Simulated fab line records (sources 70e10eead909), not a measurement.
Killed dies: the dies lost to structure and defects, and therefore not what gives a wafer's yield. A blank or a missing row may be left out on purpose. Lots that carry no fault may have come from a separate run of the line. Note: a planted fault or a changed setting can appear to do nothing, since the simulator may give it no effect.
Which of the tools did it? -- flow nand-harc -- Sampling: 14 lots, 42 wafers, 5 of 1302 route steps

WHAT EACH GAUGE READ, for each wafer
NHARC_THIN_TSV_CD_MEAS_16. Usual: cd-nm reads 1000.0 nm (standard deviation 2).
lot,measured,on,cd-nm (nm),flag
L347,day 24 01:36,cd-sem-03,999.7 1003.0 998.7,
L348,day 24 08:43,cd-sem-03,1001.1 997.5 1002.0,
L349,day 24 07:30,cd-sem-01,1003.3 1002.1 1003.8,
L350,day 25 02:29,cd-sem-03,995.8 998.3 998.7,
L351,day 25 18:53,cd-sem-02,1003.0 1002.0 1000.8,
L352,day 27 01:29,cd-sem-03,998.7 1000.9 1000.7,
L353,day 26 20:33,cd-sem-02,1001.9 1002.7 1001.8,
L354,day 26 19:13,cd-sem-03,1000.5 1000.9 997.5,
L355,day 28 00:43,cd-sem-03,1002.5 999.4 1000.2,
L357,day 28 01:55,cd-sem-03,997.9 1000.6 999.2,
L359,day 29 21:21,cd-sem-01,1002.3 1000.6 1002.0,
L361,day 29 18:58,cd-sem-01,998.5 997.5 1002.3,
L365,day 31 10:50,cd-sem-03,1001.6 1000.9 999.7,
L369,day 32 22:20,cd-sem-01,1000.4 998.1 1000.4,

NHARC_END_SORT_01. Usual: killed-at-array 55, standard deviation 20; killed-at-other 1.1, standard deviation 1.2; killed-at-periphery 3.8, standard deviation 2.8; killed-dies 60, standard deviation 19; killed-open 3.4, standard deviation 1.9; killed-short 2.2, standard deviation 1.5.
lot,measured,on,killed-at-array,killed-at-other,killed-at-periphery,killed-dies,killed-open,killed-short,flag
L347,day 24 17:01,prober-02,72 65 47,1 1 1,3 4 8,76 70 56,4 2 2,2 0 1,
L348,day 24 23:59,prober-02,68 69 78,1 0 1,3 3 4,72 72 83,0 4 4,6 1 5,
L349,day 24 23:22,prober-01,61 49 58,0 0 0,10 6 12,71 55 70,6 4 7,2 3 3,
L350,day 25 16:16,prober-01,61 70 61,0 0 0,4 3 1,65 73 62,3 3 3,3 3 1,
L351,day 26 09:45,prober-02,100 83 84,1 1 1,1 0 1,102 84 86,0 1 2,0 2 6,
L352,day 27 17:07,prober-01,51 65 60,1 1 1,4 5 3,56 71 64,4 7 4,1 1 1,
L353,day 27 10:55,prober-02,20 29 30,6 3 1,0 2 2,26 34 33,5 3 7,2 3 2,
L354,day 27 09:13,prober-01,104 82 108,0 1 1,3 2 0,107 85 109,1 4 5,4 2 1,
L355,day 28 15:43,prober-01,65 74 81,1 0 0,4 3 1,70 77 82,3 3 1,3 0 2,
L357,day 28 14:54,prober-02,58 52 46,1 1 2,3 6 10,62 59 58,3 1 6,4 3 4,
L359,day 30 17:01,prober-01,43 43 54,0 1 0,3 4 1,46 48 55,2 5 3,2 4 3,
L361,day 30 09:19,prober-02,78 75 81,0 0 0,51 98 89,129 173 170,4 3 1,2 0 2,OFF
L365,day 32 01:16,prober-02,61 59 42,0 0 1,48 90 106,109 149 149,6 6 1,2 1 2,OFF
L369,day 33 13:23,prober-01,66 64 63,5 2 3,1 2 0,72 68 66,5 3 2,3 3 0,

WHAT TOOL EACH LOT RAN ON (gives the tool, then ch and the chambers of the sampled wafers, and finally the start)
lot,NHARC_P_CONTACT_DEP_30,NHARC_THIN_TSV_STRIP_62,NHARC_THIN_TSV_PVD_19
L347,"pecvd-01 ch 0,2, day 6 06:20","plasma-asher-01 ch 0,1, day 24 04:02","pvd-sputter-03, day 24 17:01 or earlier"
L348,"pecvd-03 ch 0,1,2, day 6 09:56","plasma-asher-02 ch 0,1, day 24 10:22","pvd-sputter-02, day 24 23:59 or earlier"
L349,"pecvd-01 ch 0,2, day 7 01:48","plasma-asher-01 ch 0,1, day 24 09:08","pvd-sputter-02, day 24 23:22 or earlier"
L350,"pecvd-02 ch 1,2, day 7 10:23","plasma-asher-01 ch 0,1, day 25 04:09","pvd-sputter-02, day 25 16:16 or earlier"
L351,"pecvd-02 ch 0,2, day 7 20:24","plasma-asher-01 ch 0,1, day 25 20:35","pvd-sputter-02, day 26 09:45 or earlier"
L352,"pecvd-02 ch 0,1,2, day 8 11:18","plasma-asher-01 ch 0, day 27 03:07","pvd-sputter-02, day 27 17:07 or earlier"
L353,"pecvd-01 ch 0,1,2, day 9 01:29","plasma-asher-01 ch 0,1, day 26 22:13","pvd-sputter-03, day 27 10:55 or earlier"
L354,"pecvd-01 ch 0,1, day 9 04:59","plasma-asher-02 ch 0, day 26 20:50","pvd-sputter-02, day 27 09:13 or earlier"
L355,"pecvd-03 ch 0,2, day 9 19:43","plasma-asher-01 ch 0,1, day 28 02:27","pvd-sputter-03, day 28 15:43 or earlier"
L357,"pecvd-01 ch 0,1,2, day 10 10:11","plasma-asher-02 ch 0,1, day 28 03:37","pvd-sputter-03, day 28 14:54 or earlier"
L359,"pecvd-03 ch 1,2, day 11 19:06","plasma-asher-01 ch 0,1, day 29 23:11","pvd-sputter-02, day 30 17:01 or earlier"
L361,"pecvd-03 ch 0,2, day 12 06:20","plasma-asher-01 ch 0,1, day 29 20:35","pvd-sputter-03, day 30 09:19 or earlier"
L365,"pecvd-03 ch 0,1,2, day 13 12:22","plasma-asher-02 ch 0,1, day 31 12:28","pvd-sputter-01, day 32 01:16 or earlier"
L369,"pecvd-01 ch 0,1,2, day 15 10:32","plasma-asher-01 ch 0,1, day 33 00:06","pvd-sputter-02, day 33 13:23 or earlier"
- NHARC_P_CONTACT_DEP_30: deposits SiNx, target thk 30 nm.
- NHARC_THIN_TSV_STRIP_62: strips in N2/H2, time 20 s.
- NHARC_THIN_TSV_PVD_19: deposits TaN, target thk 20 nm.

AS READ BY THE TOOLS THEMSELVES (means over the sampled wafers that have a number; for cases with no such wafer, the mark the record gives instead)
NHARC_P_CONTACT_DEP_30. Usual: heater-power-outer-w 474 W, standard deviation 98; heater-power-w 774 W, standard deviation 130.
lot,tool,heater-power-outer-w (W),heater-power-w (W),flag
L347,pecvd-01,555,895,
L348,pecvd-03,464,737,
L349,pecvd-01,581,938,
L350,pecvd-02,381,652,
L351,pecvd-02,328,570,
L352,pecvd-02,445,735,
L353,pecvd-01,476,793,
L354,pecvd-01,531,904,
L355,pecvd-03,500,769,
L357,pecvd-01,503,840,
L359,pecvd-03,419,687,
L361,pecvd-03,487,747,
L365,pecvd-03,491,773,
L369,pecvd-01,496,819,

NHARC_THIN_TSV_STRIP_62. Usual: drypump-motor-current-A 5.29 A, standard deviation 0.29; heater-power-w 330 W, standard deviation 45.
lot,tool,drypump-motor-current-A (A),heater-power-w (W),flag
L347,plasma-asher-01,5.53,329,
L348,plasma-asher-02,4.92,368,
L349,plasma-asher-01,5.49,292,
L350,plasma-asher-01,5.52,333,
L351,plasma-asher-01,5.49,298,
L352,plasma-asher-01,5.55,362,
L353,plasma-asher-01,5.52,324,
L354,plasma-asher-02,5.24,322,
L355,plasma-asher-01,5.51,327,
L357,plasma-asher-02,4.92,364,
L359,plasma-asher-01,5.53,325,
L361,plasma-asher-01,5.47,294,
L365,plasma-asher-02,4.93,364,
L369,plasma-asher-01,5.49,299,

NHARC_THIN_TSV_PVD_19. Usual: throttle-valve-pct reads 30.0 % (standard deviation 0.83).
lot,tool,throttle-valve-pct (%),flag
L347,pvd-sputter-03,30.0,
L348,pvd-sputter-02,30.8,
L349,pvd-sputter-02,30.1,
L350,pvd-sputter-02,30.2,
L351,pvd-sputter-02,30.5,
L352,pvd-sputter-02,30.6,
L353,pvd-sputter-03,30.3,
L354,pvd-sputter-02,31.0,
L355,pvd-sputter-03,29.5,
L357,pvd-sputter-03,30.3,
L359,pvd-sputter-02,29.7,
L361,pvd-sputter-03,29.2,
L365,pvd-sputter-01,29.8,
L369,pvd-sputter-02,29.5,

THE ANSWER, worked out from the rows above alone
Rule: take the mean of a lot's wafers that have a number; if it is more than 3 standard deviations from the usual mean, the lot is off. A lot without any number at a reading at which 4 lots or more have one is off too. All remaining lots with rows at the step are treated as sound. The gauges are gone through in route order, then the tools' own readings, and for those a lot's mean is taken as printed above. The first step at which some lot is off is used, and at that step the reading that is off furthest; a lot without a number counts as furthest.
Off: L361, L365 (NHARC_END_SORT_01, killed-at-periphery).
A tool fits if, at a process step before that reading, it ran every lot that is off, and no sound lot after the first of them. Gauges at NHARC_END_SORT_01: tried the same way as those tools. NHARC_THIN_TSV_PVD_19 gives no start for some lots, so the hours and the order of its lots are those of NHARC_END_SORT_01. This does not decide it: 2 tools fit, namely pecvd-03 at NHARC_P_CONTACT_DEP_30 and prober-02 at NHARC_END_SORT_01.

WHAT THE SIMULATOR HAD INSERTED
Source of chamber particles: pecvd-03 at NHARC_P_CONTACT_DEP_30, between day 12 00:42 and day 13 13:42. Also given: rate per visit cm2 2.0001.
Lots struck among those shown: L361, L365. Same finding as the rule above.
